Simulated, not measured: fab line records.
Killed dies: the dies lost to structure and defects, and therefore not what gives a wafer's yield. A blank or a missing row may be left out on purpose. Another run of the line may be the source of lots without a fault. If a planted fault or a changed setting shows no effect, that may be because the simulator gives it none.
Chamber matching / flow nand harc / NHARC_THIN_TSV_DEP_47 on pecvd-03: 3 sister chambers
The step deposits SiO2, target thk 200 nm. 6 wafers are shown with their chamber, then 8 later ones without.

## EACH WAFER AND ITS CHAMBER
wafer=L471.3; chamber=1; throttle valve pct (%)=16.1
wafer=L474.3; chamber=0; throttle valve pct (%)=16.3
wafer=L474.6; chamber=1; throttle valve pct (%)=16.1
wafer=L475.1; chamber=0; throttle valve pct (%)=15.5
wafer=L475.5; chamber=2; throttle valve pct (%)=16.0
wafer=L487.1; chamber=2; throttle valve pct (%)=16.1

## WAFERS WHOSE CHAMBER IS MISSING
wafer=L487.3; throttle valve pct (%)=15.9
wafer=L487.6; throttle valve pct (%)=16.0
wafer=L485.1; throttle valve pct (%)=16.0
wafer=L485.3; throttle valve pct (%)=15.6
wafer=L485.4; throttle valve pct (%)=16.1
wafer=L490.1; throttle valve pct (%)=16.2
wafer=L490.3; throttle valve pct (%)=16.3
wafer=L490.4; throttle valve pct (%)=16.4

## CHAMBER TAKEN BY EACH
wafer=L487.3; from the rows above=can't be placed: 0 or 2 or 1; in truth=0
wafer=L487.6; from the rows above=can't be placed: 2 or 0 or 1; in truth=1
wafer=L485.1; from the rows above=can't be placed: 2 or 0 or 1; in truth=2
wafer=L485.3; from the rows above=can't be placed: 0 or 2 or 1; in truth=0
wafer=L485.4; from the rows above=can't be placed: 1 or 2 or 0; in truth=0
wafer=L490.1; from the rows above=can't be placed: 1 or 2 or 0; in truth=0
wafer=L490.3; from the rows above=can't be placed: 1 or 2 or 0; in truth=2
wafer=L490.4; from the rows above=can't be placed: 1 or 2 or 0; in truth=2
Correct placement for 0 of the 8. Not placeable from these rows: 8 (in 8, the candidates include the true chamber). Placed wrongly: 0.
How it was worked out, from the rows above alone: a wafer's distance from a chamber is the root of the sum, over the readings, of the square of ((its reading less the chamber's mean) divided by the reading's scatter). The wafer belongs to the nearest chamber; if the next one is less than 2 further off, it can't be placed. Each chamber's mean is taken over the wafers shown for it. The scatter: the root of (the sum of the squares of (reading less its chamber's mean) over the shown wafers, divided by (wafers less chambers)).
